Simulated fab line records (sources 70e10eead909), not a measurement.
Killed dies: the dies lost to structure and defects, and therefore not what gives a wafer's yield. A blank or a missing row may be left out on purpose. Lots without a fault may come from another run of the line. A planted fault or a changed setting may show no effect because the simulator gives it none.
A struck lot beside a sound one -- flow nand harc -- 15 steps out of a route of 1302
Sound: these wafers, L323.2, L323.4, L323.5. Struck: wafer L317.6. (L317.2, L317.3 of the same lot were not struck and are left out.) The cause comes at the end.
For every step that has rows: the tool of each side, followed by ch and its chambers, followed by its first start. Under that, the readings that differ: sound wafers -- struck wafers -- difference of the means -- sigmas: that difference in standard deviations of wafers without a fault.
alike: readings whose means differ by less than 2 such deviations, and words and numbers that are the same on both sides. not compared: withheld readings, readings that some wafer has no value for, bounds like >300 that may hide the same value, and numbers for which the record gives no deviation and whose values overlap.
The two part at a step that has a row with sigmas, a row that says differs or no value, or rows on one side only. Non-overlapping numbers with no deviation appear without sigmas and do not part them. A reading that every wafer of one side lacks parts them only if that side has two wafers or more.

first, 1 step without rows for these wafers: NHARC_A_CONTACT_DEVELOP_07 (develop time 35 s).
NHARC_A_CONTACT_CD_MEAS_08: the cd target is 200 nm.
  sound on cd sem-03 ch 0, day 31 02:28; struck on cd sem-01 ch 0, day 28 21:52
reading,sound,struck,difference,sigmas
cd nm (nm),201.0 200.6 200.1,199.5,-1.1,-2
NHARC_A_CONTACT_OVL_MEAS_09:
  struck on overlay-02, day 28 21:57; sound on overlay-02, day 31 02:32
  alike: overlay x nm, overlay y nm
NHARC_A_CONTACT_INSPECT_10:
  struck on defect inspect-01, day 28 21:59; sound on defect inspect-02, day 31 02:35
  alike: raw defect count
NHARC_A_CONTACT_DESCUM_13: chemistry O2, time 3 s.
  sound on rie diel-11 ch 1,2, day 31 02:40; struck on rie diel-13 ch 1, day 28 22:02
  alike: chamber pressure mTorr, drypump motor current A, oes product au, rf vpp V, showerhead plenum p Torr, throttle valve pct
  not compared: rf hours counter h
NHARC_A_CONTACT_ETCH_88: etches the open film in CF4, target depth 39 nm, time 65 s.
  sound on rie diel-11 ch 1,3, day 31 02:46; struck on rie diel-13 ch 0, day 28 22:09
  alike: chamber pressure mTorr, drypump motor current A, oes product au, rf vpp V, run length s, showerhead plenum p Torr, throttle valve pct
  not compared: rf hours counter h
then, 2 steps without rows for these wafers: NHARC_A_CONTACT_ETCH_89 (etches the open film in N2/H2, target depth 260 nm, time 475.3 s); NHARC_A_CONTACT_ETCH_30 (etches the open film in CF4/CHF3, target depth 72.6 nm, time 36.3 s).
NHARC_A_CONTACT_ETCH_31: etches the open film in O2/COS, target depth 2800 nm, time 728 s.
  sound on rie diel-11 ch 1,3; struck on rie diel-13 ch 1
reading,sound,struck,difference,sigmas
oes product au (a.u.),1.031 1.000 1.019,0.994,-0.023,-2
  alike: chamber pressure mTorr, drypump motor current A, rf vpp V, run length s, showerhead plenum p Torr, throttle valve pct
  not compared: rf hours counter h
then, 2 steps without rows for these wafers: NHARC_A_CONTACT_ETCH_134 (etches the open film in C4F8/O2/Ar, time 140 s, target depth 700 nm); NHARC_A_CONTACT_ETCH_135 (etches the open film in C4F8/O2/Ar, time 311 s, target depth 1912 nm).
NHARC_A_CONTACT_ETCH_136: etches the open film in C4F8/O2/Ar, time 311 s, target depth 1912 nm.
  sound on har cap etch-01 ch 0,1, day 31 04:43; struck on har cap etch-03 ch 1, day 28 23:51
  alike: chamber pressure mTorr
  not compared: rf hours counter h, run length s
NHARC_A_CONTACT_ETCH_137: etches the open film in C4F8/O2/Ar, time 311 s, target depth 1912 nm.
  sound on har cap etch-01 ch 0,1, day 31 04:59; struck on har cap etch-03 ch 1, day 29 00:07
reading,sound,struck,difference,sigmas
run length s (s),311 311 311,533.23,+222.23,
  alike: chamber pressure mTorr
  not compared: rf hours counter h
NHARC_A_CONTACT_ETCH_138: etches the open film in C4F8/O2/Ar, time 311 s, target depth 1914 nm.
  sound on har cap etch-01 ch 0,1, day 31 05:16; struck on har cap etch-03 ch 1, day 29 00:23
  alike: chamber pressure mTorr
  not compared: rf hours counter h, run length s
NHARC_END_SORT_01:
  the record has rows for the sound wafers here (prober-02 ch 0, day 33 09:28) and none for the struck ones

== WHERE THEY PART ==
First at NHARC_A_CONTACT_CD_MEAS_08; last, within this record, at NHARC_END_SORT_01.

WHY: what the simulator had put in
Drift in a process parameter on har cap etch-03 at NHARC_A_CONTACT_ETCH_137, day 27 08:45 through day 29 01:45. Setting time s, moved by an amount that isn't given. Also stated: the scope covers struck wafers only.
